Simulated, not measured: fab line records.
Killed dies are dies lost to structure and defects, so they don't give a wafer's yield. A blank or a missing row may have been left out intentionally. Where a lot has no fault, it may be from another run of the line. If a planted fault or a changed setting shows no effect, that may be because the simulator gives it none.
Lot-split experiment | flow n5 finfet | on a route of 1938 steps: 7 lots, 39 wafers read

## ABOUT THE SPLIT
At N5_BEOL_M8_TRENCH_ETCH_37 (etches SiCOH lowk in C4F6/O2, target depth 93.478 nm, time 31.2 s), the setting time s was moved away from the recipe's 31.2 s on 12 of the 39 wafers read, by -53.0% to +50.7%. The other wafers ran this setting at the recipe's value.

## FROM THE SPLIT TO THE READING: what the file shows between them, 8 steps
- N5_BEOL_M8_ETCH_41: etches SiCN in CH3F/O2, target depth 31.9 nm, time 57.8 s
- N5_BEOL_M8_STRIP_80: strips in N2/H2, time 10 s
- N5_BEOL_M8_OCD_MEAS_38
- N5_BEOL_M8_HM_STRIP_39: strips TiN in peroxide tin strip, target depth 25 nm, time 158 s
- N5_BEOL_M8_SRD_40: time 30 s
- N5_BEOL_M8_ECD_50: material Cu, target thk 300 nm
- N5_BEOL_M8_ANNEAL_51: time 90 s
- N5_BEOL_M8_CMP_52: polishes, stops on SiCOH lowk, t overpolish 6.9 s, target thk 80 nm

## THE READING
M8_THK, in nm, at N5_BEOL_M8_THK_MEAS_53 (measures by xrf). Fault-free wafers of this fab line usually give 80.4 nm, standard deviation 2.9 nm.

wafer  | tool, chamber at the split | time s as run, s | against the recipe | M8_THK, nm | against lot-mates on the recipe
L078.1 | rie diel-04, 2             | 31.2             | recipe             | 82.8       | -
L078.2 | rie diel-04, 0             | 31.2             | recipe             | 85.1       | -
L078.3 | rie diel-04, 3             | 31.2             | recipe             | 81.6       | -
L078.4 | rie diel-04, 0             | 31.2             | recipe             | 84.6       | -
L078.5 | rie diel-04, 2             | 31.2             | recipe             | 81.9       | -
L078.6 | rie diel-04, 3             | 31.2             | recipe             | 79.3       | -
L080.1 | rie diel-01, 3             | 17.99            | -42.3%             | 41.8       | -37.0
L080.2 | rie diel-01, 1             | 31.2             | recipe             | 76.2       | -
L080.3 | rie diel-01, 2             | 17.99            | -42.3%             | 38.3       | -40.5
L080.4 | rie diel-01, 0             | 31.2             | recipe             | 83.9       | -
L080.5 | rie diel-01, 1             | 31.2             | recipe             | 76.3       | -
L080.6 | rie diel-01, 2             | 17.99            | -42.3%             | 40.7       | -38.1
L081.1 | rie diel-02, 0             | 31.2             | recipe             | 81.5       | -
L081.2 | rie diel-02, 1             | 31.2             | recipe             | 81.8       | -
L081.3 | rie diel-02, 2             | 31.2             | recipe             | 74.3       | -
L081.4 | rie diel-02, 3             | 31.2             | recipe             | 82.6       | -
L081.5 | rie diel-02, 0             | 31.2             | recipe             | 80.6       | -
L081.6 | rie diel-02, 3             | 31.2             | recipe             | 81.6       | -
L079.1 | rie diel-04, 0             | 14.67            | -53.0%             | 31.8       | -49.3
L079.2 | rie diel-04, 2             | 14.67            | -53.0%             | 34.4       | -46.7
L079.3 | rie diel-04, 3             | 31.2             | recipe             | 81.4       | -
L079.4 | rie diel-04, 0             | 14.67            | -53.0%             | 37.0       | -44.1
L079.5 | rie diel-04, 2             | 31.2             | recipe             | 83.5       | -
L079.6 | rie diel-04, 3             | 31.2             | recipe             | 78.5       | -
L083.1 | rie diel-04, 3             | 31.2             | recipe             | 79.3       | -
L083.2 | rie diel-04, 2             | 31.2             | recipe             | 80.8       | -
L083.6 | rie diel-04, 3             | 31.2             | recipe             | 79.9       | -
L097.1 | rie diel-02, 2             | 47.01            | +50.7%             | 119.2      | +41.4
L097.2 | rie diel-02, 1             | 47.01            | +50.7%             | 126.8      | +49.0
L097.3 | rie diel-02, 0             | 47.01            | +50.7%             | 126.2      | +48.4
L097.4 | rie diel-02, 2             | 31.2             | recipe             | 75.4       | -
L097.5 | rie diel-02, 1             | 31.2             | recipe             | 77.4       | -
L097.6 | rie diel-02, 0             | 31.2             | recipe             | 80.5       | -
L096.1 | rie diel-04, 2             | 31.2             | recipe             | 82.8       | -
L096.2 | rie diel-04, 1             | 17.43            | -44.1%             | 38.8       | -45.5
L096.3 | rie diel-04, 3             | 17.43            | -44.1%             | 39.7       | -44.6
L096.4 | rie diel-04, 0             | 31.2             | recipe             | 84.6       | -
L096.5 | rie diel-04, 0             | 31.2             | recipe             | 85.5       | -
L096.6 | rie diel-04, 1             | 17.43            | -44.1%             | 37.1       | -47.2

FIT RESULTS
A straight line over all 39 wafers: M8_THK changes by +0.899 nm for each +1% of time s; r = +0.99; the points scatter about the line by 3.1 nm.
The same after taking each lot's own level away (the mean of its wafers on the recipe; 39 wafers): +0.928 nm for each +1%; r = +0.99; scatter 2.8 nm.
The reading moves by 49 nm for the largest change in time s, on that fit.
Across the lots, their own levels run from 77.77 to 84.30 nm, a range of 2.3 times the standard deviation given above.
So the lot-to-lot level changes the slope little: the two slopes agree.
Check: for one of the wafers moved furthest among these (-53.0%), held out of the fit, the line's prediction against its lot-mates is -49.3 nm. It came out at -49.3 nm against them.

## THE WHOLE CHAIN: every reading that the file lists as answering this split, in the file's order
step                      | what it does                                                        | reading                                                                      | change (the file's fit)                                                              | r (the file's)
N5_BEOL_M8_TRENCH_ETCH_37 | etches SiCOH lowk in C4F6/O2, target depth 93.478 nm, time 31.2 s   | BEOL_M8.feature depth nm (the simulator's own value, which no gauge read)    | +0.939 nm for each +1% of the setting                                                | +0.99
N5_BEOL_M8_TRENCH_ETCH_37 | etches SiCOH lowk in C4F6/O2, target depth 93.478 nm, time 31.2 s   | etch.depth nm (the simulator's own value, which no gauge read)               | +0.94 nm for each +1% of the setting                                                 | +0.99
N5_BEOL_M8_OCD_MEAS_38    |                                                                     | trench depth nm                                                              | +0.942 nm for each +1% of the setting                                                | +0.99
N5_BEOL_M8_CMP_52         | polishes, stops on SiCOH lowk, t overpolish 6.9 s, target thk 80 nm | Cu_of_BEOL_M8_ECD_50.thk nm (the simulator's own value, which no gauge read) | +0.927 nm for each +1% of the setting                                                | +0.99
N5_BEOL_M8_THK_MEAS_53    | measures by xrf                                                     | M8_THK                                                                       | +0.93 for each +1% of the setting                                                    | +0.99
N5_BEOL_M8_RS_MEAS_57     | measures by four-point-probe                                        | M8_RS                                                                        | not straight: 0.825 at the lowest setting, 0.282 at the recipe, 0.173 at the highest | not given

## THE FILE'S OWN FIT
M8_THK changes by +0.93 nm for each +1% of time s, r = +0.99.
